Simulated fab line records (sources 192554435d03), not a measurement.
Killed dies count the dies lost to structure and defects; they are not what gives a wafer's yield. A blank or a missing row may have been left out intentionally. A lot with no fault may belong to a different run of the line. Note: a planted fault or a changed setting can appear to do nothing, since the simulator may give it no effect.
One fault through the eyes of 2 desks	flow n5-finfet	numbers are kept per desk, each desk with only its own; the story behind them comes last

## METROLOGY DESK
Means of the sampled wafers that have a number, per lot and without regard to the tool the lot ran on: this is what the gauges read. The brackets show how far a lot's mean lies from the usual mean; more than 4 standard deviations puts the lot out of limits, marked OUT. Of its 11 readings 7 are shown: the one that was out of limits first, and those that lie furthest out on some lot.
Columns: A = trench-depth-nm at N5_BEOL_M3_OCD_MEAS_38, usual 55.4 nm; B = DIBL_N at N5_BEOL_M4_RC_MEAS_101, usual 36.2 mV/V; C = IOFF_N at N5_BEOL_M4_RC_MEAS_101, usual 0.155 nA/um; D = IOFF_P at N5_BEOL_M4_RC_MEAS_101, usual 0.210 nA/um; E = ION_P at N5_BEOL_M4_RC_MEAS_101, usual 465 uA/um; F = SS_P at N5_BEOL_M4_RC_MEAS_101, usual 73.2 mV/dec; G = VT_N at N5_BEOL_M4_RC_MEAS_101, usual 249.9 mV
lot	first seen here	A	B	C	D	E	F	G
L986	day 7 13:16	55.3	35.4	0.139	0.189	465	73.2	252.6
L991	day 9 00:04	55.7	34.7	0.150	0.216	470	73.3	250.5
L994	day 9 12:00	55.6	36.1	0.171	0.238	465	73.5	248.5
L996	day 10 06:44	82.9 (+32) OUT	37.5	0.198	0.262	470	74.1	246.4
L997	day 10 17:59	64.7 (+11) OUT	36.2	0.149	0.201	463	73.0	251.0
L999	day 11 13:47	82.0 (+31) OUT	35.5	0.165	0.231	467	73.8	249.8
L103	day 11 20:49	56.0	36.1	0.147	0.210	464	73.4	251.1
L105	day 12 12:43	55.6	35.2	0.132	0.171	457	72.8	250.9
L107	day 13 19:29	55.5	37.0	0.173	0.215	466	73.5	247.6
This desk's finding: out of limits on L996, L997, L999; first on L996, day 10 06:44 (trench-depth-nm at N5_BEOL_M3_OCD_MEAS_38). In limits: L986, L991, L994, L103, L105, L107.

## TOOL OWNER'S DESK, rie-diel-05
The tool's own readings at N5_BEOL_M3_TRENCH_ETCH_37 (etches SiOC in C4F6/O2, target depth 55.555 nm, time 29.2 s): means of the sampled wafers that have a number, for each lot that ran on this tool. The brackets show how far a lot's mean lies from the usual mean; more than 4 standard deviations puts the lot out of limits, marked OUT.
Columns: A = drypump-motor-current-A at N5_BEOL_M3_TRENCH_ETCH_37, usual 5.5 A; B = mfc-ar-sccm at N5_BEOL_M3_TRENCH_ETCH_37, usual 300.2 sccm; C = oes-product-au at N5_BEOL_M3_TRENCH_ETCH_37, usual 0.78 a.u.; D = rf-vpp-V at N5_BEOL_M3_TRENCH_ETCH_37, usual 665 V; E = showerhead-plenum-p-Torr at N5_BEOL_M3_TRENCH_ETCH_37, usual 2.85 Torr; F = throttle-valve-pct at N5_BEOL_M3_TRENCH_ETCH_37, usual 20.90 %
lot	first seen here	A	B	C	D	E	F
L986	day 7 13:06	5.6	300.0	0.78	675	2.87	20.84
L994	day 9 11:50	5.2	299.2	0.84	668	2.81	20.82
L996	day 10 06:35	4.9	300.1	1.11 (+4.1) OUT	671	2.77	20.70
L997	day 10 17:50	5.5	300.0	0.90	666	2.83	21.04
L999	day 11 13:37	4.9	299.6	1.00	666	2.79	20.96
This desk's finding: out of limits on L996; first on L996, day 10 06:35 (oes-product-au at N5_BEOL_M3_TRENCH_ETCH_37). In limits: L986, L994, L997, L999.

## TAKEN TOGETHER
On L996, at day 10 06:35, an alarm was possible from the tool owner's desk.
The metrology desk could have raised an alarm at day 10 06:44, on L996, L997, L999.
Tool owner's desk: L997, L999 on record, inside its limits.
Of the lots named, all ran N5_BEOL_M3_TRENCH_ETCH_37 on rie-diel-05.

## WHAT HAD BEEN PUT IN BY THE SIMULATOR
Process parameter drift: rie-diel-05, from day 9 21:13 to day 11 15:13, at N5_BEOL_M3_TRENCH_ETCH_37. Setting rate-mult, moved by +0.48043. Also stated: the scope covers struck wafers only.
Struck lots among those shown: L996, L997, L999.
Delay (hours) between the fault's onset and each desk's first out-of-limits reading: 9 at the tool owner's desk, 10 at the metrology desk.
